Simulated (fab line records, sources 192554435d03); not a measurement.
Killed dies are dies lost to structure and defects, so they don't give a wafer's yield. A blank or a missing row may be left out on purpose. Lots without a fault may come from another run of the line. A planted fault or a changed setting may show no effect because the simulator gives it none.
Split-lot experiment | flow n5_finfet | 7 lots, 21 wafers read, on a route of 1938 steps

THE SPLIT
At N5_BEOL_M3_COAT_05 (resist thk 30 nm), the setting spin_rpm was moved away from the recipe's 1500 rpm on 11 of the 21 wafers read, by -9.3% to +9.7%. The other wafers ran this setting at the recipe's value.

FROM THE SPLIT TO THE READING: what the file shows between them, 5 steps
- N5_BEOL_M3_EBR_07
- N5_BEOL_M3_SOFTBAKE_06: time 60 s
- N5_BEOL_M3_EXPOSE_08: exposes mask M3
- N5_BEOL_M3_PEB_09: peb time 60 s
- N5_BEOL_M3_DEVELOP_10: develop time 30 s

THE READING
CAR-EUV_of_BEOL_M3_COAT_05.thk_nm (the simulator's own value, which no gauge read), in nm, at N5_BEOL_M3_DESCUM_16 (chemistry O2, time 7 s). The file gives no usual value for it. The 10 wafers here that ran the recipe average 26.1 nm, standard deviation 0.092 nm.

wafer  | tool, chamber at the split | spin_rpm as run, rpm | against the recipe | CAR-EUV_of_BEOL_M3_COAT_05.thk_nm, nm | against lot-mates on the recipe
L086.1 | litho_track-04, 0          | 1410                 | -6.0%              | 27.2                                  | +1.0
L086.3 | litho_track-04, 0          | 1410                 | -6.0%              | 27.2                                  | +1.0
L086.2 | litho_track-04, 0          | 1500                 | recipe             | 26.2                                  | -
L088.1 | litho_track-04, 0          | 1500                 | recipe             | 26                                    | -
L088.2 | litho_track-04, 0          | 1621                 | +8.1%              | 24.8                                  | -1.2
L088.3 | litho_track-04, 0          | 1621                 | +8.1%              | 25                                    | -1.0
L089.2 | litho_track-03, 0          | 1361                 | -9.3%              | 27.6                                  | +1.6
L089.4 | litho_track-03, 0          | 1361                 | -9.3%              | 27.4                                  | +1.4
L089.5 | litho_track-03, 0          | 1500                 | recipe             | 26                                    | -
L090.1 | litho_track-04, 0          | 1500                 | recipe             | 26.2                                  | -
L090.3 | litho_track-04, 0          | 1609                 | +7.3%              | 25                                    | -1.2
L090.5 | litho_track-04, 0          | 1609                 | +7.3%              | 25.2                                  | -1.0
L092.1 | litho_track-04, 0          | 1500                 | recipe             | 26                                    | -
L092.2 | litho_track-04, 0          | 1500                 | recipe             | 26                                    | -
L092.5 | litho_track-04, 0          | 1500                 | recipe             | 26                                    | -
L093.2 | litho_track-01, 0          | 1646                 | +9.7%              | 24.6                                  | -1.4
L093.4 | litho_track-01, 0          | 1646                 | +9.7%              | 24.6                                  | -1.4
L093.5 | litho_track-01, 0          | 1500                 | recipe             | 26                                    | -
L097.1 | litho_track-04, 0          | 1500                 | recipe             | 26                                    | -
L097.3 | litho_track-04, 0          | 1375                 | -8.3%              | 27.4                                  | +1.3
L097.4 | litho_track-04, 0          | 1500                 | recipe             | 26.2                                  | -

THE FIT
A straight line over all 21 wafers: CAR-EUV_of_BEOL_M3_COAT_05.thk_nm changes by -0.153 nm for each +1% of spin_rpm; r = -0.99; the points scatter about the line by 0.12 nm.
The same after taking each lot's own level away (the mean of its wafers on the recipe; 21 wafers): -0.152 nm for each +1%; r = -1.00; scatter 0.082 nm.
On that fit, the largest move of spin_rpm shifts the reading by 1.5 nm.
The lots' own levels span 26.00 to 26.20 nm, that is 2.2 times the standard deviation above.
So the lot-to-lot level changes the slope little: the two slopes agree.
Check: with one of the wafers moved furthest among these (+9.7%) left out of the fit, the line predicts -1.45 nm for it against its lot-mates. It came out at -1.4 nm against them.

THE WHOLE CHAIN: every reading that the file lists as answering this split, in the file's order
step                  | what it does           | reading                                                                            | change (the file's fit)               | r (the file's)
N5_BEOL_M3_COAT_05    | resist thk 30 nm       | CAR-EUV_of_BEOL_M3_COAT_05.thk_nm (the simulator's own value, which no gauge read) | -0.143 nm for each +1% of the setting | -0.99
N5_BEOL_M3_DEVELOP_10 | develop time 30 s      | CAR-EUV_of_BEOL_M3_COAT_05.thk_nm (the simulator's own value, which no gauge read) | -0.156 nm for each +1% of the setting | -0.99
N5_BEOL_M3_DESCUM_16  | chemistry O2, time 7 s | CAR-EUV_of_BEOL_M3_COAT_05.thk_nm (the simulator's own value, which no gauge read) | -0.152 nm for each +1% of the setting | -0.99

THE FILE'S OWN FIT
CAR-EUV_of_BEOL_M3_COAT_05.thk_nm changes by -0.152 nm for each +1% of spin_rpm, r = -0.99.
